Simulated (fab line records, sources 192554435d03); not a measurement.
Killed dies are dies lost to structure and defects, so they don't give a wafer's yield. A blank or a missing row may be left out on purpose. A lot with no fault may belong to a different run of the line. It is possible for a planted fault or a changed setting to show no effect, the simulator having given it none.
Split-lot trial :: flow n5_finfet :: 21 wafers read across 7 lots, on a route 1938 steps long

## ABOUT THE SPLIT
At N5_BEOL_M1_ALD_98 (deposits SiO2, target thk 2.5 nm, pulse time 1 s, co reactant pulse time 1 s), the setting ald_cycles was moved away from the recipe's 17 on 6 of the 21 wafers read, by -11.8% to +17.6%. This setting was run at the recipe's value on the other wafers.

The split's own step is where the reading is taken.

## THE READING
SiO2_of_BEOL_M1_ALD_98.thk_nm (the simulator's own value, which no gauge read), in nm, at N5_BEOL_M1_ALD_98 (deposits SiO2, target thk 2.5 nm, pulse time 1 s, co reactant pulse time 1 s). The file does not state a usual value for it. Average 2.5 nm, standard deviation 0.1 nm, over the 15 wafers here run with the recipe.

wafer: L077.1
tool, chamber at the split: ald_sin-04, 3,0,1
ald_cycles as run: 17
against the recipe: recipe
SiO2_of_BEOL_M1_ALD_98.thk_nm, nm: 2.6
against lot-mates on the recipe: -

wafer: L077.2
tool, chamber at the split: ald_sin-04, 3,0,1
ald_cycles as run: 17
against the recipe: recipe
SiO2_of_BEOL_M1_ALD_98.thk_nm, nm: 2.6
against lot-mates on the recipe: -

wafer: L077.6
tool, chamber at the split: ald_sin-04, 3,0,1
ald_cycles as run: 17
against the recipe: recipe
SiO2_of_BEOL_M1_ALD_98.thk_nm, nm: 2.6
against lot-mates on the recipe: -

wafer: L080.1
tool, chamber at the split: ald_sin-04, 2
ald_cycles as run: 17
against the recipe: recipe
SiO2_of_BEOL_M1_ALD_98.thk_nm, nm: 2.4
against lot-mates on the recipe: -

wafer: L080.3
tool, chamber at the split: ald_sin-04, 1
ald_cycles as run: 17
against the recipe: recipe
SiO2_of_BEOL_M1_ALD_98.thk_nm, nm: 2.6
against lot-mates on the recipe: -

wafer: L080.4
tool, chamber at the split: ald_sin-04, 0
ald_cycles as run: 18
against the recipe: +5.9%
SiO2_of_BEOL_M1_ALD_98.thk_nm, nm: 2.6
against lot-mates on the recipe: +0.1

wafer: L081.1
tool, chamber at the split: ald_sin-04, 3,1
ald_cycles as run: 17
against the recipe: recipe
SiO2_of_BEOL_M1_ALD_98.thk_nm, nm: 2.6
against lot-mates on the recipe: -

wafer: L081.4
tool, chamber at the split: ald_sin-04, 3,1
ald_cycles as run: 17
against the recipe: recipe
SiO2_of_BEOL_M1_ALD_98.thk_nm, nm: 2.6
against lot-mates on the recipe: -

wafer: L081.6
tool, chamber at the split: ald_sin-04, 2
ald_cycles as run: 15
against the recipe: -11.8%
SiO2_of_BEOL_M1_ALD_98.thk_nm, nm: 2.2
against lot-mates on the recipe: -0.4

wafer: L086.1
tool, chamber at the split: ald_sin-03, 2
ald_cycles as run: 17
against the recipe: recipe
SiO2_of_BEOL_M1_ALD_98.thk_nm, nm: 2.4
against lot-mates on the recipe: -

wafer: L086.3
tool, chamber at the split: ald_sin-03, 1,0
ald_cycles as run: 20
against the recipe: +17.6%
SiO2_of_BEOL_M1_ALD_98.thk_nm, nm: 3
against lot-mates on the recipe: +0.6

wafer: L086.5
tool, chamber at the split: ald_sin-03, 1,0
ald_cycles as run: 20
against the recipe: +17.6%
SiO2_of_BEOL_M1_ALD_98.thk_nm, nm: 3
against lot-mates on the recipe: +0.6

wafer: L090.2
tool, chamber at the split: ald_sin-04, 3
ald_cycles as run: 17
against the recipe: recipe
SiO2_of_BEOL_M1_ALD_98.thk_nm, nm: 2.4
against lot-mates on the recipe: -

wafer: L090.5
tool, chamber at the split: ald_sin-04, 3
ald_cycles as run: 17
against the recipe: recipe
SiO2_of_BEOL_M1_ALD_98.thk_nm, nm: 2.4
against lot-mates on the recipe: -

wafer: L090.3
tool, chamber at the split: ald_sin-04, 1
ald_cycles as run: 15
against the recipe: -11.8%
SiO2_of_BEOL_M1_ALD_98.thk_nm, nm: 2.2
against lot-mates on the recipe: -0.2

wafer: L092.2
tool, chamber at the split: ald_sin-04, 2
ald_cycles as run: 17
against the recipe: recipe
SiO2_of_BEOL_M1_ALD_98.thk_nm, nm: 2.4
against lot-mates on the recipe: -

wafer: L092.6
tool, chamber at the split: ald_sin-04, 2
ald_cycles as run: 17
against the recipe: recipe
SiO2_of_BEOL_M1_ALD_98.thk_nm, nm: 2.4
against lot-mates on the recipe: -

wafer: L092.4
tool, chamber at the split: ald_sin-04, 3
ald_cycles as run: 15
against the recipe: -11.8%
SiO2_of_BEOL_M1_ALD_98.thk_nm, nm: 2.2
against lot-mates on the recipe: -0.2

wafer: L096.1
tool, chamber at the split: ald_sin-02, 0,2
ald_cycles as run: 17
against the recipe: recipe
SiO2_of_BEOL_M1_ALD_98.thk_nm, nm: 2.4
against lot-mates on the recipe: -

wafer: L096.2
tool, chamber at the split: ald_sin-02, 0,2
ald_cycles as run: 17
against the recipe: recipe
SiO2_of_BEOL_M1_ALD_98.thk_nm, nm: 2.4
against lot-mates on the recipe: -

wafer: L096.6
tool, chamber at the split: ald_sin-02, 3
ald_cycles as run: 17
against the recipe: recipe
SiO2_of_BEOL_M1_ALD_98.thk_nm, nm: 2.6
against lot-mates on the recipe: -
The file does not say which wafer passed through which chamber wherever a row lists several chambers: such a row stands for several wafers.

THE FIT
A straight line over all 21 wafers: SiO2_of_BEOL_M1_ALD_98.thk_nm changes by +0.0269 nm for each +1% of ald_cycles; r = +0.91; the points scatter about the line by 0.09 nm.
The same after taking each lot's own level away (the mean of its wafers on the recipe; 21 wafers): +0.029 nm for each +1%; r = +0.95; scatter 0.074 nm.
That fit puts the effect of the largest move of ald_cycles on the reading at 0.51 nm.
The span of the lots' own levels, 2.40 to 2.60 nm, comes to 2.0 times the standard deviation stated above.
The two slopes are in agreement: the lot-to-lot level therefore moves the slope only a little.
Check: +0.491 nm against its lot-mates is what the line predicts for one of the wafers moved furthest among these (+17.6%) when that wafer is left out of the fit. Against them it came out at +0.6 nm.

## OTHER SPLITS APPLIED TO THESE WAFERS
Note: prior to the reading, these wafers also went through further splits. Each is held against what the fit with the lots' levels taken away leaves over:
other split on the same wafers: N5_BEOL_M0_SAQP_EXPOSE_37 dose_mj
wafers away from the commonest value: 7
r with SiO2_of_BEOL_M1_ALD_98.thk_nm (lot level and that fit taken away): +0.26

other split on the same wafers: N5_BEOL_M0_ETCH_138 source_w
wafers away from the commonest value: 9
r with SiO2_of_BEOL_M1_ALD_98.thk_nm (lot level and that fit taken away): -0.33

other split on the same wafers: N5_BEOL_M0_ETCH_128 source_w
wafers away from the commonest value: 4
r with SiO2_of_BEOL_M1_ALD_98.thk_nm (lot level and that fit taken away): +0.32

## FILE'S OWN FIT
SiO2_of_BEOL_M1_ALD_98.thk_nm changes by +0.027 nm for each +1% of ald_cycles, r = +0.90.
